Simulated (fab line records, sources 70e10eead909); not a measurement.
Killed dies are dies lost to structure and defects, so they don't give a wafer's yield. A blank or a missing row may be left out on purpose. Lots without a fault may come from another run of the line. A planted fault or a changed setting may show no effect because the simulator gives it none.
fab line records | flow nand_harc
record lots=24 wafers=72 last_day=25
route steps=1159 shown A_ONON_D1@445 A_CHANNEL_HOLE_D1@470 A_CHANNEL_FILL_D1@518 A_STAIRCASE@533
lots that met no fault: from a run of the same line without faults
start_h: hours from the record's first day to the start of the lot's first wafer shown | wait_h: hours since the lot's step before | " the same as in the row above | L1.1+2: a row that stands for several wafers | - no value, or no start given | * or withheld: withheld | < > ~ a bound
route shown NAME@n: a module of which the file shows steps, and the number in the route of the first | usual: mean/standard deviation of fault-free wafers | same: alike in all rows | chamber/n: place in a boat | sites: the reading at each site | _std_site: their standard deviation | _edge_site: outer sites' mean less inner sites' | radius_mm: how far each site lies from the wafer's centre | mask NAME#n: copy n | behind: the tool/chamber that last shaped the wafer | hold: why the lot was held/for how many hours/how that ended | device: the transistor (n, p or np) that didn't switch | end of line: the same wafers' tests at the end of the route | a step without rows: its recipe alone | killed: dies lost to structure and defects at the first sort, not the wafer's yield | map: a wafer's dies, x killed, . not, _ none there
set.NAME: the setting as run; set.NAME@STEP: as run at that earlier step | model.NAME: the simulator's own value behind a step, which no gauge read
steps of the route over a sample of lots; a table a step, a row a wafer
services: from which hour (start_h, from the record's first day; less than 0 if before it) a tool's chamber was out of use, for how many hours, and why
## steps
# step NHARC_A_ONON_D1_THK_MEAS_30
# recipe thk_meas_gauge=ellipsometry
# usual thk_nm=998/10
# columns lot.wafer tool chamber start_h wait_h thk_nm
L075.1 film_metro-01 - 166.36 - 1009
L075.3 " - " " 1008
L075.6 " - " " 1011
L074.1 film_metro-02 - 166.61 - 994
L074.4 " - " " 995
L074.5 " - " " 996
L076.2 film_metro-01 - 186.31 - 1011
L076.4 " - " " 1008
L076.6 " - " " 1008
L078.1 film_metro-01 - 186.52 - 1003
L078.3 " - " " 1002
L078.4 " - " " 1002
L077.2 film_metro-02 - 186.65 - 1007
L077.4 " - " " 1006
L077.5 " - " " 1006
L080.2 film_metro-01 - 200.25 - 1008
L080.5 " - " " 1007
L080.6 " - " " 1009
L079.2 film_metro-01 - 200.30 - 975
L079.3 " - " " 978
L079.6 " - " " 976
L081.1 film_metro-01 - 213.28 - 993
L081.4 " - " " 990
L081.6 " - " " 992
L082.2 film_metro-02 - 220.07 - 1004
L082.3 " - " " 1004
L082.5 " - " " 1003
L083.1 film_metro-01 - 227.31 - 974
L083.2 " - " " 978
L083.3 " - " " 974
L084.1 film_metro-02 - 231.38 - 1003
L084.2 " - " " 1003
L084.6 " - " " 1004
L085.1 film_metro-02 - 231.39 - 1004
L085.3 " - " " 1002
L085.6 " - " " 1005
L089.3 film_metro-01 - 255.92 - 1005
L089.5 " - " " 1005
L089.6 " - " " 1005
L086.1 film_metro-02 - 255.92 - 1000
L086.4 " - " " 1000
L086.6 " - " " 997
L087.3 film_metro-01 - 255.96 - 1004
L087.4 " - " " 1004
L087.5 " - " " 1006
L088.1 film_metro-02 - 259.41 - 980
L088.3 " - " " 981
L088.6 " - " " 982
L091.1 film_metro-01 - 272.15 - 1002
L091.3 " - " " 1002
L091.4 " - " " 1004
L090.1 film_metro-02 - 272.16 - 992
L090.3 " - " " 990
L090.6 " - " " 992
L092.1 film_metro-01 - 282.01 - 1005
L092.3 " - " " 1003
L092.6 " - " " 1004
L094.1 film_metro-02 - 292.01 - 1006
L094.3 " - " " 1005
L094.5 " - " " 1006
L093.2 film_metro-02 - 292.05 - 995
L093.4 " - " " 996
L093.5 " - " " 994
L096.1 film_metro-02 - 301.60 - 987
L096.5 " - " " 988
L096.6 " - " " 985
L095.1 film_metro-01 - 301.65 - 1003
L095.2 " - " " 1002
L095.3 " - " " 1001
L097.2 film_metro-02 - 310.53 - 988
L097.3 " - " " 985
L097.5 " - " " 987
# step NHARC_A_CHANNEL_HOLE_D1_CD_MEAS_18
# usual cd_nm=99.3/1.7
# columns lot.wafer tool chamber start_h wait_h cd_nm
L074.1 cd_sem-02 - 173.41 - 99.5
L074.4 " - " " 99.3
L074.5 " - " " 99.8
L075.1 cd_sem-02 - 173.98 - 99.2
L075.3 " - " " 96.6
L075.6 " - " " 100.9
L076.2 cd_sem-01 - 190.97 - 100.0
L076.4 " - " " 98.2
L076.6 " - " " 97.4
L078.1 cd_sem-01 - 191.07 - 98.1
L078.3 " - " " 100.9
L078.4 " - " " 98.0
L077.2 cd_sem-01 - 191.25 - 96.9
L077.4 " - " " 101.4
L077.5 " - " " 102.9
L080.2 cd_sem-03 - 204.66 - 102.3
L080.5 " - " " 102.5
L080.6 " - " " 101.3
L079.2 cd_sem-01 - 206.28 - 96.3
L079.3 " - " " 98.5
L079.6 " - " " 96.3
L081.1 cd_sem-01 - 218.02 - 100.9
L081.4 " - " " 98.1
L081.6 " - " " 97.5
L082.2 cd_sem-01 - 224.96 - 99.3
L082.3 " - " " 100.9
L082.5 " - " " 101.7
L083.1 cd_sem-03 - 231.88 - 99.7
L083.2 " - " " 99.1
L083.3 " - " " 99.8
L084.1 cd_sem-01 - 235.82 - 97.9
L084.2 " - " " 98.3
L084.6 " - " " 97.2
L085.1 cd_sem-03 - 236.33 - 101.2
L085.3 " - " " 97.9
L085.6 " - " " 100.6
L086.1 cd_sem-02 - 260.35 - 100.2
L086.4 " - " " 97.4
L086.6 " - " " 98.8
L087.3 cd_sem-03 - 260.65 - 99.1
L087.4 " - " " 100.4
L087.5 " - " " 98.0
L089.3 cd_sem-03 - 261.82 - 101.0
L089.5 " - " " 101.5
L089.6 " - " " 101.1
L088.1 cd_sem-01 - 264.20 - 99.4
L088.3 " - " " 97.4
L088.6 " - " " 97.6
L091.1 cd_sem-01 - 276.71 - 98.1
L091.3 " - " " 100.7
L091.4 " - " " 98.4
L090.1 cd_sem-02 - 276.89 - 101.9
L090.3 " - " " 97.7
L090.6 " - " " 97.7
L092.1 cd_sem-02 - 287.38 - 101.2
L092.3 " - " " 100.7
L092.6 " - " " 102.1
L094.1 cd_sem-01 - 296.99 - 97.7
L094.3 " - " " 102.3
L094.5 " - " " 99.2
L093.2 cd_sem-01 - 297.62 - 96.8
L093.4 " - " " 99.3
L093.5 " - " " 96.6
L096.1 cd_sem-02 - 307.81 - 99.6
L096.5 " - " " 100.4
L096.6 " - " " 97.2
L095.1 cd_sem-01 - 308.99 - 99.1
L095.2 " - " " 100.2
L095.3 " - " " 101.0
L097.2 cd_sem-02 - 316.07 - 99.2
L097.3 " - " " 98.1
L097.5 " - " " 96.8
# step NHARC_A_CHANNEL_HOLE_D1_ETCH_33
# recipe bias_v=400 source_w=2000 pressure_mtorr=25 time_s=90 ar_flow_sccm=375 c4f8_flow_sccm=41.7 o2_flow_sccm=83.3 temp_c=-20 target_depth_a=4000 chemistry=C4F8/O2/Ar
# usual drypump_motor_current_A=5.6/0.36 showerhead_plenum_p_Torr=3.79/0.072 throttle_valve_pct=27.618/0.0087
# columns lot.wafer tool chamber start_h wait_h drypump_motor_current_A rf_hours_counter_h showerhead_plenum_p_Torr throttle_valve_pct
L074.1 har_etch-02 0 177.44 0.2 5.6 103 3.74 27.630
L074.4 " 1 " " 5.9 - 3.73 27.631
L074.5 " 0 " " 5.6 - 3.74 27.609
L075.1 har_etch-01 0 179.73 0.2 4.9 186 3.87 27.627
L075.3 " 1 " " 5.8 - 3.87 27.628
L075.6 " 0 " " 4.9 - 3.87 27.627
L076.2 har_etch-01 1 195.06 0.2 5.8 191 3.87 27.614
L076.4 " 1 " " 5.8 - 3.87 27.612
L076.6 " 1 " " 5.8 - 3.87 27.623
L078.1 har_etch-02 0 195.10 0.2 5.6 110 3.74 27.618
L078.3 " 0 " " 5.6 - 3.74 27.607
L078.4 " 1 " " 5.9 - 3.72 27.631
L077.2 har_etch-01 0 199.23 0.2 4.9 195 3.87 27.608
L077.4 " 0 " " 4.9 - 3.87 27.627
L077.5 " 1 " " 5.8 - 3.87 27.618
L080.2 har_etch-02 0 208.72 0.2 5.6 117 3.73 27.624
L080.6 " 1 " " 5.9 - 3.72 27.631
L080.5 " 0 " " 5.6 - 3.73 27.621
L079.2 har_etch-01 1 210.33 0.2 5.8 199 3.86 27.640
L079.3 " 0 " " 4.9 - 3.86 27.614
L079.6 " 0 " " 4.9 - 3.86 27.619
L081.1 har_etch-01 1 222.06 0.2 5.8 205 3.86 27.617
L081.4 " 0 " " 5.0 - 3.86 27.618
L081.6 " 0 " " 4.9 - 3.86 27.608
L082.2 har_etch-02 0 229.05 0.2 5.6 125 3.73 27.627
L082.3 " 0 " " 5.6 - 3.73 27.618
L082.5 " 1 " " 5.9 - 3.71 27.634
L083.1 har_etch-01 1 235.93 0.2 5.8 210 3.86 27.615
L083.2 " 0 " " 5.0 210 3.86 27.618
L083.3 " 0 " " 4.9 - 3.86 27.614
L084.2 har_etch-02 0 239.87 0.2 5.6 129 3.73 27.628
L084.1 " 1 " " 5.9 129 3.71 27.624
L084.6 " 0 " " 5.6 - 3.73 27.601
L085.1 har_etch-01 1 240.40 0.2 5.8 214 3.86 27.607
L085.3 " 1 " " 5.8 - 3.86 27.631
L085.6 " 0 " " 4.9 - 3.86 27.612
L086.1 har_etch-02 0 264.47 0.2 5.6 136 3.72 27.609
L086.4 " 0 " " 5.6 - 3.72 27.630
L086.6 " 1 " " 5.9 - 3.71 27.621
L087.3 har_etch-01 1 264.75 0.2 5.8 - 3.85 27.620
L087.4 " 0 " " 4.9 - 3.85 27.625
L087.5 " 1 " " 5.8 - 3.85 27.616
L089.3 har_etch-02 1 268.70 0.2 5.9 - 3.71 27.626
L089.6 " 0 " " 5.6 - 3.72 27.625
L089.5 " 1 " " 5.9 - 3.71 27.619
L088.1 har_etch-01 0 272.27 0.2 4.9 228 3.85 27.615
L088.3 " 0 " " 5.0 - 3.85 27.623
L088.6 " 0 " " 4.9 - 3.85 27.614
L091.1 har_etch-01 0 280.77 0.2 5.0 232 3.85 27.611
L091.3 " 0 " " 5.0 - 3.85 27.619
L091.4 " 1 " " 5.8 - 3.85 27.624
L090.1 har_etch-02 1 280.92 0.2 5.9 147 3.70 27.614
L090.3 " 1 " " 5.9 - 3.70 27.611
L090.6 " 1 " " 5.9 - 3.70 27.613
L092.1 har_etch-01 0 291.44 0.2 4.9 236 3.84 27.617
L092.3 " 1 " " 5.8 - 3.84 27.623
L092.6 " 1 " " 5.8 - 3.84 27.608
L094.1 har_etch-02 0 301.03 0.2 5.6 152 3.71 27.609
L094.3 " 0 " " 5.6 - 3.71 27.623
L094.5 " 0 " " 5.6 - 3.71 27.632
L093.2 har_etch-01 0 301.74 0.2 5.0 241 3.84 27.621
L093.4 " 0 " " 4.9 - 3.84 27.619
L093.5 " 1 " " 5.8 - 3.84 27.604
L096.1 har_etch-02 0 311.89 0.2 5.6 157 3.71 27.633
L096.5 " 1 " " 5.9 - 3.70 27.616
L096.6 " 0 " " 5.5 - 3.71 27.624
L095.2 har_etch-02 0 316.04 0.2 5.6 161 3.71 27.618
L095.1 " 1 " " 5.9 161 3.69 27.631
L095.3 " 1 " " 5.9 - 3.69 27.610
L097.2 har_etch-02 1 325.20 0.2 5.9 170 3.69 27.621
L097.3 " 1 " " 5.9 - 3.69 27.608
L097.5 " 0 " " 5.6 - 3.70 27.610
# step NHARC_A_CHANNEL_HOLE_D1_CD_MEAS_30
# usual cd_nm=90.2/1.2
# columns lot.wafer tool chamber start_h wait_h cd_nm
L074.1 cd_sem-01 - 179.03 - 89.1
L074.4 " - " " 90.9
L074.5 " - " " 90.1
L075.1 cd_sem-02 - 181.27 - 91.4
L075.3 " - " " 91.2
L075.6 " - " " 90.4
L076.2 cd_sem-02 - 196.58 - 88.8
L076.4 " - " " 88.5
L076.6 " - " " 88.8
L078.1 cd_sem-02 - 196.79 - 90.8
L078.3 " - " " 88.4
L078.4 " - " " 88.7
L077.2 cd_sem-03 - 200.75 - 89.7
L077.4 " - " " 90.5
L077.5 " - " " 90.2
L080.2 cd_sem-02 - 210.23 - 90.1
L080.5 " - " " 90.5
L080.6 " - " " 91.1
L079.2 cd_sem-03 - 212.03 - 89.1
L079.3 " - " " 91.0
L079.6 " - " " 92.4
L081.1 cd_sem-02 - 223.77 - 88.8
L081.4 " - " " 88.3
L081.6 " - " " 89.4
L082.2 cd_sem-01 - 230.58 - 90.9
L082.3 " - " " 88.6
L082.5 " - " " 88.3
L083.1 cd_sem-03 - 237.62 - 91.2
L083.2 " - " " 90.4
L083.3 " - " " 91.1
L084.1 cd_sem-03 - 241.56 - 91.0
L084.2 " - " " 89.4
L084.6 " - " " 90.9
L085.1 cd_sem-03 - 241.92 - 88.8
L085.3 " - " " 91.1
L085.6 " - " " 89.0
L086.1 cd_sem-01 - 265.98 - 90.5
L086.4 " - " " 91.9
L086.6 " - " " 91.0
L087.3 cd_sem-03 - 266.24 - 89.2
L087.4 " - " " 91.8
L087.5 " - " " 90.3
L089.3 cd_sem-02 - 270.16 - 89.0
L089.5 " - " " 89.2
L089.6 " - " " 91.5
L088.1 cd_sem-01 - 273.81 - 90.2
L088.3 " - " " 90.7
L088.6 " - " " 89.3
L091.1 cd_sem-02 - 282.32 - 90.5
L091.3 " - " " 88.7
L091.4 " - " " 88.6
L090.1 cd_sem-03 - 282.61 - 90.1
L090.3 " - " " 87.0
L090.6 " - " " 92.3
L092.1 cd_sem-01 - 292.95 - 91.6
L092.3 " - " " 91.3
L092.6 " - " " 90.9
L094.1 cd_sem-01 - 302.57 - 92.0
L094.3 " - " " 89.6
L094.5 " - " " 89.7
L093.2 cd_sem-01 - 303.26 - 90.7
L093.4 " - " " 88.8
L093.5 " - " " 91.2
L096.1 cd_sem-02 - 313.56 - 88.0
L096.5 " - " " 90.1
L096.6 " - " " 87.4
L095.1 cd_sem-01 - 317.74 - 90.4
L095.2 " - " " 90.6
L095.3 " - " " 89.3
L097.2 cd_sem-02 - 326.89 - 90.4
L097.3 " - " " 89.2
L097.5 " - " " 91.3
# step NHARC_A_CHANNEL_FILL_D1_INSPECT_13
# usual raw_defect_count=300/110
# columns lot.wafer tool chamber start_h wait_h raw_defect_count
L075.1 defect_inspect-01 - 228.98 0.2 311
L075.3 " - " " 225
L075.6 " - " " 325
L074.1 defect_inspect-01 - 229.15 0.2 305
L074.4 " - " " 433
L074.5 " - " " 200
L078.1 defect_inspect-01 - 244.99 0.2 325
L078.3 " - " " 203
L078.4 " - " " 357
L076.2 defect_inspect-01 - 248.65 0.1 261
L076.4 " - " " 524
L076.6 " - " " 428
L077.2 defect_inspect-01 - 251.46 0.1 517
L077.4 " - " " 383
L077.5 " - " " 533
L079.2 defect_inspect-02 - 262.11 0.1 198
L079.3 " - " " 285
L079.6 " - " " 270
L080.2 defect_inspect-01 - 262.11 0.1 249
L080.5 " - " " 378
L080.6 " - " " 261
L081.1 defect_inspect-01 - 274.69 0.2 246
L081.4 " - " " 227
L081.6 " - " " 175
L082.2 defect_inspect-01 - 282.95 0.1 378
L082.3 " - " " 294
L082.5 " - " " 311
L083.1 defect_inspect-02 - 289.26 0.2 223
L083.2 " - " " 126
L083.3 " - " " 172
L085.1 defect_inspect-02 - 289.43 0.2 244
L085.3 " - " " 198
L085.6 " - " " 196
L084.1 defect_inspect-02 - 289.58 0.2 253
L084.2 " - " " 183
L084.6 " - " " 166
L087.3 defect_inspect-02 - 318.76 0.1 258
L087.4 " - " " 268
L087.5 " - " " 276
L086.1 defect_inspect-02 - 318.92 0.2 260
L086.4 " - " " 253
L086.6 " - " " 256
L088.1 defect_inspect-02 - 321.76 0.2 248
L088.3 " - " " 381
L088.6 " - " " 207
L089.3 defect_inspect-02 - 326.25 0.1 281
L089.5 " - " " 272
L089.6 " - " " 319
L090.1 defect_inspect-01 - 330.69 0.2 355
L090.3 " - " " 327
L090.6 " - " " 321
L091.1 defect_inspect-01 - 334.51 0.2 343
L091.3 " - " " 209
L091.4 " - " " 297
L092.1 defect_inspect-01 - 343.36 0.2 599
L092.3 " - " " 262
L092.6 " - " " 373
L093.2 defect_inspect-01 - 353.96 0.1 378
L093.4 " - " " 420
L093.5 " - " " 434
L094.1 defect_inspect-01 - 353.97 0.2 277
L094.3 " - " " 132
L094.5 " - " " 229
L096.1 defect_inspect-01 - 363.29 0.2 335
L096.5 " - " " 486
L096.6 " - " " 563
L095.1 defect_inspect-02 - 369.05 1.7 179
L095.2 " - " " 268
L095.3 " - " " 283
L097.2 defect_inspect-02 - 382.61 0.1 158
L097.3 " - " " 309
L097.5 " - " " 187
# step NHARC_A_STAIRCASE_STRIP_171
# recipe power_w=1500 temp_c=250 chemistry=O2
# usual drypump_motor_current_A=5.9/0.42 heater_power_w=303/16
# columns lot.wafer tool chamber start_h wait_h drypump_motor_current_A heater_power_w rf_hours_counter_h
L075.1 plasma_asher-02 0 230.44 - 6.4 325 12
L075.3 " 0 " " 6.4 324 -
L075.6 " 0 " " 6.4 333 -
L074.1 plasma_asher-01 0 230.63 - 6.2 293 42
L074.4 " 0 " " 6.1 289 -
L074.5 " 0 " " 6.1 293 -
L078.1 plasma_asher-01 1 248.11 - 5.3 304 52
L078.4 " 0 " " 6.1 291 -
L078.3 " 1 " " 5.3 299 -
L076.2 plasma_asher-01 0 250.22 - 6.1 290 53
L076.4 " 1 " " 5.3 302 -
L076.6 " 0 " " 6.1 302 -
L077.2 plasma_asher-01 1 253.09 - 5.3 300 54
L077.4 " 0 " " 6.1 296 -
L077.5 " 1 " " 5.3 302 -
L079.2 plasma_asher-01 0 263.78 - 6.1 294 62
L079.3 " 1 " " 5.3 308 -
L079.6 " 0 " " 6.2 289 -
L080.2 plasma_asher-01 1 264.39 - 5.3 299 63
L080.6 " 0 " " 6.1 288 -
L080.5 " 1 " " 5.3 307 -
L081.1 plasma_asher-02 0 276.05 - 6.4 331 16
L081.4 " 0 " " 6.4 327 -
L081.6 " 0 " " 6.4 331 -
L082.2 plasma_asher-02 1 284.33 - 5.8 283 23
L082.3 " 0 " " 6.4 316 -
L082.5 " 0 " " 6.4 328 -
L083.1 plasma_asher-01 1 290.69 - 5.3 316 1
L083.2 " 0 " " 6.1 298 1
L083.3 " 1 " " 5.3 317 -
L085.1 plasma_asher-02 0 290.83 - 6.4 321 25
L085.3 " 1 " " 5.8 277 -
L085.6 " 1 " " 5.8 284 -
L084.1 plasma_asher-02 1 291.08 - 5.8 281 25
L084.2 " 0 " " 6.4 329 25
L084.6 " 1 " " 5.8 285 -
L087.4 plasma_asher-01 1 320.30 - 5.3 304 -
L087.3 " 0 " " 6.2 291 -
L087.5 " 1 " " 5.3 306 -
L086.1 plasma_asher-02 0 320.33 - 6.4 329 34
L086.4 " 0 " " 6.4 321 -
L086.6 " 0 " " 6.4 331 -
L088.1 plasma_asher-02 0 323.22 - 6.4 330 34
L088.3 " 0 " " 6.4 330 -
L088.6 " 1 " " 5.8 290 -
L089.3 plasma_asher-02 1 327.59 - 5.8 286 -
L089.6 " 1 " " 5.8 278 -
L089.5 " 0 " " 6.4 324 -
L090.1 plasma_asher-01 0 332.40 - 6.1 294 15
L090.3 " 1 " " 5.3 304 -
L090.6 " 0 " " 6.1 289 -
L091.1 plasma_asher-01 0 337.22 - 6.2 299 17
L091.4 " 1 " " 5.3 317 -
L091.3 " 0 " " 6.2 296 -
L092.1 plasma_asher-01 0 344.83 - 6.1 304 20
L092.3 " 1 " " 5.3 318 -
L092.6 " 1 " " 5.3 318 -
L093.2 plasma_asher-02 0 355.61 - 6.4 325 45
L093.4 " 0 " " 6.4 326 -
L093.5 " 0 " " 6.4 329 -
L094.1 plasma_asher-01 1 355.75 - 5.3 315 24
L094.3 " 0 " " 6.1 294 -
L094.5 " 0 " " 6.1 291 -
L096.1 plasma_asher-01 0 365.01 - 6.1 303 28
L096.6 " 1 " " 5.3 317 -
L096.5 " 0 " " 6.1 297 -
L095.1 plasma_asher-01 1 370.48 - 5.3 314 32
L095.2 " 0 " " 6.1 294 32
L095.3 " 1 " " 5.3 318 -
L097.2 plasma_asher-01 1 383.85 - 5.3 319 37
L097.3 " 0 " " 6.1 302 -
L097.5 " 1 " " 5.3 314 -
## services
# columns tool chamber start_h hours kind
plasma_asher-02 1 183.31 9.0 vent_cycle
plasma_asher-02 0 192.31 - clean
plasma_asher-02 1 192.31 - clean
plasma_asher-02 - 234.84 7.2 repair
plasma_asher-02 - 243.10 24.9 repair
plasma_asher-01 - 276.00 9.0 pm
plasma_asher-01 0 276.00 9.0 vent_cycle
plasma_asher-01 1 276.00 9.0 vent_cycle
plasma_asher-01 0 285.00 - clean
plasma_asher-01 1 285.00 - clean
har_etch-01 - 305.00 17.0 pm
har_etch-01 0 305.00 17.0 vent_cycle
har_etch-01 1 305.00 17.0 vent_cycle
har_etch-02 - 307.38 0.0 repair
har_etch-01 0 322.00 - clean
har_etch-01 0 322.00 - consumable_replace:focus_ring
har_etch-01 1 322.00 - clean
har_etch-01 1 322.00 - consumable_replace:focus_ring
plasma_asher-02 - 360.31 9.0 pm
plasma_asher-02 0 360.31 9.0 vent_cycle
plasma_asher-02 1 360.31 9.0 vent_cycle
plasma_asher-02 0 369.31 - clean
plasma_asher-02 1 369.31 - clean
## key
fault none
